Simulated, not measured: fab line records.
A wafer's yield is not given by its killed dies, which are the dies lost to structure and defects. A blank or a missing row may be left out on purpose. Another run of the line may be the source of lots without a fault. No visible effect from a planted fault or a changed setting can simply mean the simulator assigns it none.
fab line records / flow n5_finfet / part 2 of 2: steps 18 to 26 of 26
record lots=5 wafers=15 last_day=19
route steps=1938 shown BEOL_M15@1795
lots with no fault: from the same line, run without faults
start_h: the number of hours between the record's first day and the start of the first shown wafer of the lot / wait_h: hours elapsed since this lot's preceding step / " identical to the entry in the row above / L1.1+2: a row that stands for several wafers / - either no value or no given start / * or withheld: withheld / < > ~ a bound
route shown NAME@n: NAME is a module with steps in the file, n the number in the route of the first one / usual: mean/standard deviation taken from wafers without a fault / same: alike in all rows / chamber/n: place in a boat / sites: each site's reading / _std_site: the standard deviation of these / _edge_site: mean of outer sites minus mean of inner sites / radius_mm: for every site, how far away it sits from the centre of the wafer / mask NAME#n: copy n / behind: tool/chamber where the wafer was last shaped / hold: why the lot was held/for how many hours/how that ended / device: names the non-switching transistor (n, p or np) / end of line: at the end of the route, the tests of the same wafers / for a step that has no rows: nothing shown but its recipe / killed: dies that structure and defects cost at the first sort, which is not the same as the wafer's yield / map: a wafer's dies, x killed, . not, _ none there
set.NAME: the run value of the setting; set.NAME@STEP: its run value at that earlier step / model.NAME: the simulator's own value behind a step, which no gauge read
lots at some steps of the route; a table a step, a row a wafer
services: the hour from which a tool's chamber was out of use, counted from the record's first day as start_h (under 0 if before that day), plus the number of hours and why
## steps
# step N5_BEOL_M15_STRIP_37
# recipe chemistry=O2 power_w=600 temp_c=60 pressure_mtorr=30 rf_frequency_hz=6e+07 bias_power_w=0 overash_fraction=0.3 o2_flow_sccm=225
# usual drypump_motor_current_A=5.8/0.48 oes_product_au=0.76/0.068 rf_vpp_V=3.7/0.64 showerhead_plenum_p_Torr=2.10/0.065 throttle_valve_pct=16.75/0.25
lot.wafer=L075.1 tool=rie_diel-01 chamber=0 start_h=- wait_h=- drypump_motor_current_A=6.0 oes_product_au=0.69 rf_hours_counter_h=209 rf_vpp_V=4.0 showerhead_plenum_p_Torr=2.10 throttle_valve_pct=17.06
lot.wafer=L075.3 tool=rie_diel-01 chamber=1 start_h=- wait_h=- drypump_motor_current_A=5.8 oes_product_au=0.69 rf_hours_counter_h=227 rf_vpp_V=4.2 showerhead_plenum_p_Torr=1.99 throttle_valve_pct=16.93
lot.wafer=L075.6 tool=rie_diel-01 chamber=1 start_h=- wait_h=- drypump_motor_current_A=5.8 oes_product_au=0.68 rf_hours_counter_h=- rf_vpp_V=4.5 showerhead_plenum_p_Torr=1.99 throttle_valve_pct=16.93
lot.wafer=L080.2 tool=rie_diel-06 chamber=3 start_h=- wait_h=- drypump_motor_current_A=6.0 oes_product_au=0.72 rf_hours_counter_h=188 rf_vpp_V=3.2 showerhead_plenum_p_Torr=2.10 throttle_valve_pct=16.74
lot.wafer=L080.4 tool=rie_diel-06 chamber=0 start_h=- wait_h=- drypump_motor_current_A=6.6 oes_product_au=0.85 rf_hours_counter_h=74 rf_vpp_V=3.4 showerhead_plenum_p_Torr=2.12 throttle_valve_pct=16.14
lot.wafer=L080.5 tool=rie_diel-06 chamber=3 start_h=- wait_h=- drypump_motor_current_A=6.0 oes_product_au=0.73 rf_hours_counter_h=- rf_vpp_V=3.2 showerhead_plenum_p_Torr=2.10 throttle_valve_pct=16.75
lot.wafer=L082.1 tool=rie_diel-06 chamber=1 start_h=- wait_h=- drypump_motor_current_A=5.2 oes_product_au=0.84 rf_hours_counter_h=65 rf_vpp_V=2.9 showerhead_plenum_p_Torr=2.13 throttle_valve_pct=16.80
lot.wafer=L082.2 tool=rie_diel-06 chamber=3 start_h=- wait_h=- drypump_motor_current_A=6.0 oes_product_au=0.71 rf_hours_counter_h=197 rf_vpp_V=2.8 showerhead_plenum_p_Torr=2.10 throttle_valve_pct=16.78
lot.wafer=L082.4 tool=rie_diel-06 chamber=0 start_h=- wait_h=- drypump_motor_current_A=6.6 oes_product_au=0.84 rf_hours_counter_h=84 rf_vpp_V=4.2 showerhead_plenum_p_Torr=2.12 throttle_valve_pct=16.16
lot.wafer=L090.1 tool=rie_diel-01 chamber=2 start_h=- wait_h=- drypump_motor_current_A=5.9 oes_product_au=0.72 rf_hours_counter_h=170 rf_vpp_V=4.1 showerhead_plenum_p_Torr=2.19 throttle_valve_pct=16.91
lot.wafer=L090.2 tool=rie_diel-01 chamber=3 start_h=- wait_h=- drypump_motor_current_A=6.2 oes_product_au=0.79 rf_hours_counter_h=111 rf_vpp_V=3.4 showerhead_plenum_p_Torr=2.03 throttle_valve_pct=16.50
lot.wafer=L090.6 tool=rie_diel-01 chamber=0 start_h=- wait_h=- drypump_motor_current_A=6.1 oes_product_au=0.66 rf_hours_counter_h=- rf_vpp_V=3.2 showerhead_plenum_p_Torr=2.09 throttle_valve_pct=17.11
lot.wafer=L097.1 tool=rie_diel-06 chamber=0 start_h=- wait_h=- drypump_motor_current_A=6.6 oes_product_au=0.81 rf_hours_counter_h=117 rf_vpp_V=3.7 showerhead_plenum_p_Torr=2.10 throttle_valve_pct=16.21
lot.wafer=L097.2 tool=rie_diel-06 chamber=3 start_h=- wait_h=- drypump_motor_current_A=6.0 oes_product_au=0.70 rf_hours_counter_h=228 rf_vpp_V=4.0 showerhead_plenum_p_Torr=2.09 throttle_valve_pct=16.82
lot.wafer=L097.6 tool=rie_diel-06 chamber=3 start_h=- wait_h=- drypump_motor_current_A=6.0 oes_product_au=0.69 rf_hours_counter_h=- rf_vpp_V=4.8 showerhead_plenum_p_Torr=2.09 throttle_valve_pct=16.81
# step N5_BEOL_M15_ETCH_38
# recipe chemistry=CF4/N2 target=SiCN target_depth_a=1064 taper_deg=2 time_s=120.5 ion_energy_ev=150 mask_material=SiO2 pressure_mtorr=40 source_w=430 bias_w=70 Ar_flow_sccm=100 cf4_flow_sccm=60 n2_flow_sccm=60
# usual drypump_motor_current_A=5.8/0.48 n2_flow_sccm=59.99/0.2 oes_product_au=0.76/0.074 rf_vpp_V=382.2/1.9 showerhead_plenum_p_Torr=2.20/0.07 throttle_valve_pct=15.49/0.23
lot.wafer=L075.1 tool=rie_diel-01 chamber=0 start_h=- wait_h=- drypump_motor_current_A=6.0 n2_flow_sccm=60.16 oes_product_au=0.69 rf_hours_counter_h=209 rf_vpp_V=381.6 showerhead_plenum_p_Torr=2.19 throttle_valve_pct=15.70
lot.wafer=L075.3 tool=rie_diel-01 chamber=1 start_h=- wait_h=- drypump_motor_current_A=5.8 n2_flow_sccm=59.98 oes_product_au=0.70 rf_hours_counter_h=227 rf_vpp_V=380.5 showerhead_plenum_p_Torr=2.11 throttle_valve_pct=15.73
lot.wafer=L075.6 tool=rie_diel-01 chamber=1 start_h=- wait_h=- drypump_motor_current_A=5.8 n2_flow_sccm=60.11 oes_product_au=0.71 rf_hours_counter_h=- rf_vpp_V=379.1 showerhead_plenum_p_Torr=2.11 throttle_valve_pct=15.74
lot.wafer=L080.2 tool=rie_diel-06 chamber=3 start_h=- wait_h=- drypump_motor_current_A=6.0 n2_flow_sccm=59.86 oes_product_au=0.72 rf_hours_counter_h=188 rf_vpp_V=382.7 showerhead_plenum_p_Torr=2.19 throttle_valve_pct=15.42
lot.wafer=L080.4 tool=rie_diel-06 chamber=0 start_h=- wait_h=- drypump_motor_current_A=6.6 n2_flow_sccm=60.40 oes_product_au=0.84 rf_hours_counter_h=74 rf_vpp_V=382.9 showerhead_plenum_p_Torr=2.24 throttle_valve_pct=14.98
lot.wafer=L080.5 tool=rie_diel-06 chamber=3 start_h=- wait_h=- drypump_motor_current_A=6.0 n2_flow_sccm=59.74 oes_product_au=0.71 rf_hours_counter_h=- rf_vpp_V=382.0 showerhead_plenum_p_Torr=2.19 throttle_valve_pct=15.42
lot.wafer=L082.1 tool=rie_diel-06 chamber=1 start_h=- wait_h=- drypump_motor_current_A=5.2 n2_flow_sccm=60.09 oes_product_au=0.85 rf_hours_counter_h=65 rf_vpp_V=382.8 showerhead_plenum_p_Torr=2.25 throttle_valve_pct=15.59
lot.wafer=L082.2 tool=rie_diel-06 chamber=3 start_h=- wait_h=- drypump_motor_current_A=6.0 n2_flow_sccm=60.09 oes_product_au=0.70 rf_hours_counter_h=197 rf_vpp_V=382.6 showerhead_plenum_p_Torr=2.19 throttle_valve_pct=15.45
lot.wafer=L082.4 tool=rie_diel-06 chamber=0 start_h=- wait_h=- drypump_motor_current_A=6.6 n2_flow_sccm=60.06 oes_product_au=0.83 rf_hours_counter_h=84 rf_vpp_V=383.1 showerhead_plenum_p_Torr=2.24 throttle_valve_pct=15.00
lot.wafer=L090.1 tool=rie_diel-01 chamber=2 start_h=- wait_h=- drypump_motor_current_A=5.9 n2_flow_sccm=59.61 oes_product_au=0.72 rf_hours_counter_h=170 rf_vpp_V=383.3 showerhead_plenum_p_Torr=2.29 throttle_valve_pct=15.64
lot.wafer=L090.2 tool=rie_diel-01 chamber=3 start_h=- wait_h=- drypump_motor_current_A=6.2 n2_flow_sccm=59.84 oes_product_au=0.79 rf_hours_counter_h=111 rf_vpp_V=379.6 showerhead_plenum_p_Torr=2.12 throttle_valve_pct=15.18
lot.wafer=L090.6 tool=rie_diel-01 chamber=0 start_h=- wait_h=- drypump_motor_current_A=6.1 n2_flow_sccm=60.07 oes_product_au=0.65 rf_hours_counter_h=- rf_vpp_V=381.0 showerhead_plenum_p_Torr=2.17 throttle_valve_pct=15.78
lot.wafer=L097.1 tool=rie_diel-06 chamber=0 start_h=- wait_h=- drypump_motor_current_A=6.6 n2_flow_sccm=60.06 oes_product_au=0.80 rf_hours_counter_h=117 rf_vpp_V=381.3 showerhead_plenum_p_Torr=2.22 throttle_valve_pct=15.08
lot.wafer=L097.2 tool=rie_diel-06 chamber=3 start_h=- wait_h=- drypump_motor_current_A=6.0 n2_flow_sccm=59.97 oes_product_au=0.69 rf_hours_counter_h=228 rf_vpp_V=382.1 showerhead_plenum_p_Torr=2.18 throttle_valve_pct=15.50
lot.wafer=L097.6 tool=rie_diel-06 chamber=3 start_h=- wait_h=- drypump_motor_current_A=6.0 n2_flow_sccm=60.05 oes_product_au=0.69 rf_hours_counter_h=- rf_vpp_V=381.8 showerhead_plenum_p_Torr=2.18 throttle_valve_pct=15.51
# step N5_BEOL_M15_PRECLEAN_39
# recipe chemistry=residue_remover time_s=60 temp_c=40
lot.wafer=L075.1+3+6 tool=wet_bench-04 chamber=6,5,2 start_h=296.14 wait_h=-
lot.wafer=L080.2+4+5 tool=wet_bench-04 chamber=2,1,7 start_h=317.61 wait_h=-
lot.wafer=L082.1+2+4 tool=wet_bench-01 chamber=7,1,3 start_h=356.17 wait_h=-
lot.wafer=L090.1+2+6 tool=wet_bench-04 chamber=2,7,6 start_h=396.96 wait_h=-
lot.wafer=L097.1+2+6 tool=wet_bench-04 chamber=0,7,2 start_h=433.93 wait_h=-
# step N5_BEOL_M15_SRD_40
# recipe time_s=30 temp_c=23 rinse_liquid=diw dry=n2_spin spin_rpm=1500 dry_time_s=30
# usual spin_rpm=1499.9/0.91
lot.wafer=L075.1 tool=wet_bench-04 chamber=6 start_h=296.16 wait_h=0.0 spin_rpm=1500.6
lot.wafer=L075.3 tool=wet_bench-04 chamber=5 start_h=296.16 wait_h=0.0 spin_rpm=1500.2
lot.wafer=L075.6 tool=wet_bench-04 chamber=2 start_h=296.16 wait_h=0.0 spin_rpm=1501.2
lot.wafer=L080.2 tool=wet_bench-04 chamber=2 start_h=317.63 wait_h=0.0 spin_rpm=1498.1
lot.wafer=L080.4 tool=wet_bench-04 chamber=1 start_h=317.63 wait_h=0.0 spin_rpm=1500.6
lot.wafer=L080.5 tool=wet_bench-04 chamber=7 start_h=317.63 wait_h=0.0 spin_rpm=1499.4
lot.wafer=L082.1 tool=wet_bench-01 chamber=7 start_h=356.19 wait_h=0.0 spin_rpm=1499.0
lot.wafer=L082.2 tool=wet_bench-01 chamber=1 start_h=356.19 wait_h=0.0 spin_rpm=1501.0
lot.wafer=L082.4 tool=wet_bench-01 chamber=3 start_h=356.19 wait_h=0.0 spin_rpm=1500.9
lot.wafer=L090.1 tool=wet_bench-04 chamber=2 start_h=396.98 wait_h=0.0 spin_rpm=1499.9
lot.wafer=L090.2 tool=wet_bench-04 chamber=7 start_h=396.98 wait_h=0.0 spin_rpm=1500.8
lot.wafer=L090.6 tool=wet_bench-04 chamber=6 start_h=396.98 wait_h=0.0 spin_rpm=1499.6
lot.wafer=L097.1 tool=wet_bench-04 chamber=0 start_h=433.95 wait_h=0.0 spin_rpm=1500.3
lot.wafer=L097.2 tool=wet_bench-04 chamber=7 start_h=433.95 wait_h=0.0 spin_rpm=1500.2
lot.wafer=L097.6 tool=wet_bench-04 chamber=2 start_h=433.95 wait_h=0.0 spin_rpm=1499.4
# step N5_BEOL_M15_DEGAS_41
# recipe ambient=vacuum temp_c=300 time_s=60
# usual heater_power_w=479/49
lot.wafer=L075.1 tool=pvd_sputter-03 chamber=- start_h=296.46 wait_h=0.3 heater_power_w=444
lot.wafer=L075.3 tool=pvd_sputter-03 chamber=- start_h=296.46 wait_h=0.3 heater_power_w=515
lot.wafer=L075.6 tool=pvd_sputter-03 chamber=- start_h=296.46 wait_h=0.3 heater_power_w=521
lot.wafer=L080.2 tool=pvd_sputter-03 chamber=- start_h=317.87 wait_h=0.2 heater_power_w=514
lot.wafer=L080.4 tool=pvd_sputter-03 chamber=- start_h=317.87 wait_h=0.2 heater_power_w=406
lot.wafer=L080.5 tool=pvd_sputter-03 chamber=- start_h=317.87 wait_h=0.2 heater_power_w=521
lot.wafer=L082.1 tool=pvd_sputter-03 chamber=- start_h=356.24 wait_h=0.0 heater_power_w=392
lot.wafer=L082.2 tool=pvd_sputter-03 chamber=- start_h=356.24 wait_h=0.0 heater_power_w=515
lot.wafer=L082.4 tool=pvd_sputter-03 chamber=- start_h=356.24 wait_h=0.0 heater_power_w=507
lot.wafer=L090.1 tool=pvd_sputter-01 chamber=- start_h=397.34 wait_h=0.3 heater_power_w=464
lot.wafer=L090.2 tool=pvd_sputter-01 chamber=- start_h=397.34 wait_h=0.3 heater_power_w=401
lot.wafer=L090.6 tool=pvd_sputter-01 chamber=- start_h=397.34 wait_h=0.3 heater_power_w=501
lot.wafer=L097.1 tool=pvd_sputter-03 chamber=- start_h=434.31 wait_h=0.3 heater_power_w=524
lot.wafer=L097.2 tool=pvd_sputter-03 chamber=- start_h=434.31 wait_h=0.3 heater_power_w=513
lot.wafer=L097.6 tool=pvd_sputter-03 chamber=- start_h=434.31 wait_h=0.3 heater_power_w=518
# step N5_BEOL_M15_PRE_CLEAN_42
# recipe gas=H2/He time_s=30 temp_c=300
# usual heater_power_w=481/49
lot.wafer=L075.1 tool=pvd_sputter-03 chamber=- start_h=296.50 wait_h=0.0 heater_power_w=446
lot.wafer=L075.3 tool=pvd_sputter-03 chamber=- start_h=296.50 wait_h=0.0 heater_power_w=530
lot.wafer=L075.6 tool=pvd_sputter-03 chamber=- start_h=296.50 wait_h=0.0 heater_power_w=516
lot.wafer=L080.2 tool=pvd_sputter-03 chamber=- start_h=317.91 wait_h=0.0 heater_power_w=523
lot.wafer=L080.4 tool=pvd_sputter-03 chamber=- start_h=317.91 wait_h=0.0 heater_power_w=406
lot.wafer=L080.5 tool=pvd_sputter-03 chamber=- start_h=317.91 wait_h=0.0 heater_power_w=519
lot.wafer=L082.1 tool=pvd_sputter-03 chamber=- start_h=356.28 wait_h=0.0 heater_power_w=400
lot.wafer=L082.2 tool=pvd_sputter-03 chamber=- start_h=356.28 wait_h=0.0 heater_power_w=534
lot.wafer=L082.4 tool=pvd_sputter-03 chamber=- start_h=356.28 wait_h=0.0 heater_power_w=529
lot.wafer=L090.1 tool=pvd_sputter-01 chamber=- start_h=397.38 wait_h=0.0 heater_power_w=460
lot.wafer=L090.2 tool=pvd_sputter-01 chamber=- start_h=397.38 wait_h=0.0 heater_power_w=408
lot.wafer=L090.6 tool=pvd_sputter-01 chamber=- start_h=397.38 wait_h=0.0 heater_power_w=500
lot.wafer=L097.1 tool=pvd_sputter-03 chamber=- start_h=434.35 wait_h=0.0 heater_power_w=531
lot.wafer=L097.2 tool=pvd_sputter-03 chamber=- start_h=434.35 wait_h=0.0 heater_power_w=523
lot.wafer=L097.6 tool=pvd_sputter-03 chamber=- start_h=434.35 wait_h=0.0 heater_power_w=533
# step N5_BEOL_M15_SPUTTER_43
# recipe material=TaN target_thk_a=150 temp_c=50 bias_v=168.6 power_w=15000 chamber_pressure_pa=0.12 time_s=24.19
# usual throttle_valve_pct=30.4/0.91
lot.wafer=L075.1 tool=pvd_sputter-03 chamber=- start_h=296.54 wait_h=0.0 throttle_valve_pct=31.8
lot.wafer=L075.3 tool=pvd_sputter-03 chamber=- start_h=296.54 wait_h=0.0 throttle_valve_pct=29.9
lot.wafer=L075.6 tool=pvd_sputter-03 chamber=- start_h=296.54 wait_h=0.0 throttle_valve_pct=29.9
lot.wafer=L080.2 tool=pvd_sputter-03 chamber=- start_h=317.95 wait_h=0.0 throttle_valve_pct=30.1
lot.wafer=L080.4 tool=pvd_sputter-03 chamber=- start_h=317.95 wait_h=0.0 throttle_valve_pct=31.2
lot.wafer=L080.5 tool=pvd_sputter-03 chamber=- start_h=317.95 wait_h=0.0 throttle_valve_pct=30.3
lot.wafer=L082.1 tool=pvd_sputter-03 chamber=- start_h=356.32 wait_h=0.0 throttle_valve_pct=31.3
lot.wafer=L082.2 tool=pvd_sputter-03 chamber=- start_h=356.32 wait_h=0.0 throttle_valve_pct=29.9
lot.wafer=L082.4 tool=pvd_sputter-03 chamber=- start_h=356.32 wait_h=0.0 throttle_valve_pct=30.1
lot.wafer=L090.1 tool=pvd_sputter-01 chamber=- start_h=397.42 wait_h=0.0 throttle_valve_pct=30.3
lot.wafer=L090.2 tool=pvd_sputter-01 chamber=- start_h=397.42 wait_h=0.0 throttle_valve_pct=30.1
lot.wafer=L090.6 tool=pvd_sputter-01 chamber=- start_h=397.42 wait_h=0.0 throttle_valve_pct=30.7
lot.wafer=L097.1 tool=pvd_sputter-03 chamber=- start_h=434.39 wait_h=0.0 throttle_valve_pct=29.7
lot.wafer=L097.2 tool=pvd_sputter-03 chamber=- start_h=434.39 wait_h=0.0 throttle_valve_pct=30.1
lot.wafer=L097.6 tool=pvd_sputter-03 chamber=- start_h=434.39 wait_h=0.0 throttle_valve_pct=30.2
# step N5_BEOL_M15_SPUTTER_44
# recipe material=Ta target_thk_a=150 temp_c=50 bias_v=80 power_w=15000 chamber_pressure_pa=0.07 time_s=24.19
# usual throttle_valve_pct=30.4/0.91
lot.wafer=L075.1 tool=pvd_sputter-03 chamber=- start_h=296.62 wait_h=0.0 throttle_valve_pct=31.9
lot.wafer=L075.3 tool=pvd_sputter-03 chamber=- start_h=296.62 wait_h=0.0 throttle_valve_pct=30.0
lot.wafer=L075.6 tool=pvd_sputter-03 chamber=- start_h=296.62 wait_h=0.0 throttle_valve_pct=29.5
lot.wafer=L080.2 tool=pvd_sputter-03 chamber=- start_h=318.03 wait_h=0.0 throttle_valve_pct=30.0
lot.wafer=L080.4 tool=pvd_sputter-03 chamber=- start_h=318.03 wait_h=0.0 throttle_valve_pct=31.4
lot.wafer=L080.5 tool=pvd_sputter-03 chamber=- start_h=318.03 wait_h=0.0 throttle_valve_pct=30.2
lot.wafer=L082.1 tool=pvd_sputter-03 chamber=- start_h=356.40 wait_h=0.0 throttle_valve_pct=31.3
lot.wafer=L082.2 tool=pvd_sputter-03 chamber=- start_h=356.40 wait_h=0.0 throttle_valve_pct=29.7
lot.wafer=L082.4 tool=pvd_sputter-03 chamber=- start_h=356.40 wait_h=0.0 throttle_valve_pct=30.1
lot.wafer=L090.1 tool=pvd_sputter-01 chamber=- start_h=397.50 wait_h=0.0 throttle_valve_pct=30.4
lot.wafer=L090.2 tool=pvd_sputter-01 chamber=- start_h=397.50 wait_h=0.0 throttle_valve_pct=30.4
lot.wafer=L090.6 tool=pvd_sputter-01 chamber=- start_h=397.50 wait_h=0.0 throttle_valve_pct=30.6
lot.wafer=L097.1 tool=pvd_sputter-03 chamber=- start_h=434.47 wait_h=0.0 throttle_valve_pct=29.6
lot.wafer=L097.2 tool=pvd_sputter-03 chamber=- start_h=434.47 wait_h=0.0 throttle_valve_pct=30.4
lot.wafer=L097.6 tool=pvd_sputter-03 chamber=- start_h=434.47 wait_h=0.0 throttle_valve_pct=30.2
# step N5_BEOL_M15_SPUTTER_45
# recipe material=Cu target_thk_a=1000 temp_c=-20 bias_v=60 power_w=26000 chamber_pressure_pa=0.13 time_s=16.67
# usual throttle_valve_pct=30.4/0.91
lot.wafer=L075.1 tool=pvd_sputter-03 chamber=- start_h=296.70 wait_h=0.0 throttle_valve_pct=31.7
lot.wafer=L075.3 tool=pvd_sputter-03 chamber=- start_h=296.70 wait_h=0.0 throttle_valve_pct=30.2
lot.wafer=L075.6 tool=pvd_sputter-03 chamber=- start_h=296.70 wait_h=0.0 throttle_valve_pct=29.5
lot.wafer=L080.2 tool=pvd_sputter-03 chamber=- start_h=318.11 wait_h=0.0 throttle_valve_pct=29.7
lot.wafer=L080.4 tool=pvd_sputter-03 chamber=- start_h=318.11 wait_h=0.0 throttle_valve_pct=31.3
lot.wafer=L080.5 tool=pvd_sputter-03 chamber=- start_h=318.11 wait_h=0.0 throttle_valve_pct=30.5
lot.wafer=L082.1 tool=pvd_sputter-03 chamber=- start_h=356.48 wait_h=0.0 throttle_valve_pct=31.5
lot.wafer=L082.2 tool=pvd_sputter-03 chamber=- start_h=356.48 wait_h=0.0 throttle_valve_pct=29.6
lot.wafer=L082.4 tool=pvd_sputter-03 chamber=- start_h=356.48 wait_h=0.0 throttle_valve_pct=30.3
lot.wafer=L090.1 tool=pvd_sputter-01 chamber=- start_h=397.58 wait_h=0.0 throttle_valve_pct=30.1
lot.wafer=L090.2 tool=pvd_sputter-01 chamber=- start_h=397.58 wait_h=0.0 throttle_valve_pct=30.3
lot.wafer=L090.6 tool=pvd_sputter-01 chamber=- start_h=397.58 wait_h=0.0 throttle_valve_pct=30.9
lot.wafer=L097.1 tool=pvd_sputter-03 chamber=- start_h=434.55 wait_h=0.0 throttle_valve_pct=29.5
lot.wafer=L097.2 tool=pvd_sputter-03 chamber=- start_h=434.55 wait_h=0.0 throttle_valve_pct=29.9
lot.wafer=L097.6 tool=pvd_sputter-03 chamber=- start_h=434.55 wait_h=0.0 throttle_valve_pct=30.2
## services
tool=pvd_sputter-01 chamber=- start_h=272.01 hours=0.5 kind=repair
tool=rie_diel-03 chamber=- start_h=281.46 hours=14.6 kind=pm
tool=krf_scanner-01 chamber=- start_h=289.58 hours=0.5 kind=repair
tool=krf_scanner-01 chamber=- start_h=310.87 hours=1.0 kind=pm
tool=krf_scanner-01 chamber=- start_h=324.41 hours=0.8 kind=repair
tool=krf_scanner-01 chamber=- start_h=339.06 hours=0.6 kind=repair
tool=krf_scanner-02 chamber=- start_h=343.08 hours=1.0 kind=pm
tool=rie_diel-03 chamber=0 start_h=348.81 hours=7.2 kind=repair
tool=krf_scanner-02 chamber=- start_h=360.15 hours=0.8 kind=pm
tool=pvd_sputter-03 chamber=- start_h=378.12 hours=2.5 kind=repair
tool=rie_diel-01 chamber=1 start_h=381.93 hours=- kind=clean
tool=rie_diel-01 chamber=1 start_h=381.93 hours=- kind=consumable_replace:focus_ring
tool=rie_diel-01 chamber=1 start_h=381.93 hours=- kind=consumable_replace:showerhead
tool=rie_diel-01 chamber=1 start_h=381.93 hours=34.8 kind=scheduled_down
tool=rie_diel-01 chamber=1 start_h=381.93 hours=34.8 kind=vent_cycle
tool=krf_scanner-01 chamber=- start_h=386.99 hours=1.3 kind=pm
tool=rie_diel-06 chamber=3 start_h=390.17 hours=4.9 kind=repair
tool=krf_scanner-01 chamber=- start_h=403.59 hours=0.5 kind=repair
tool=krf_scanner-02 chamber=- start_h=407.00 hours=2.9 kind=repair
tool=rie_diel-01 chamber=0 start_h=412.31 hours=8.5 kind=repair
tool=pvd_sputter-01 chamber=- start_h=414.55 hours=1.5 kind=repair
tool=krf_scanner-02 chamber=- start_h=419.46 hours=3.6 kind=pm
tool=rie_diel-01 chamber=0 start_h=420.85 hours=- kind=clean
tool=krf_scanner-02 chamber=- start_h=427.68 hours=1.3 kind=pm
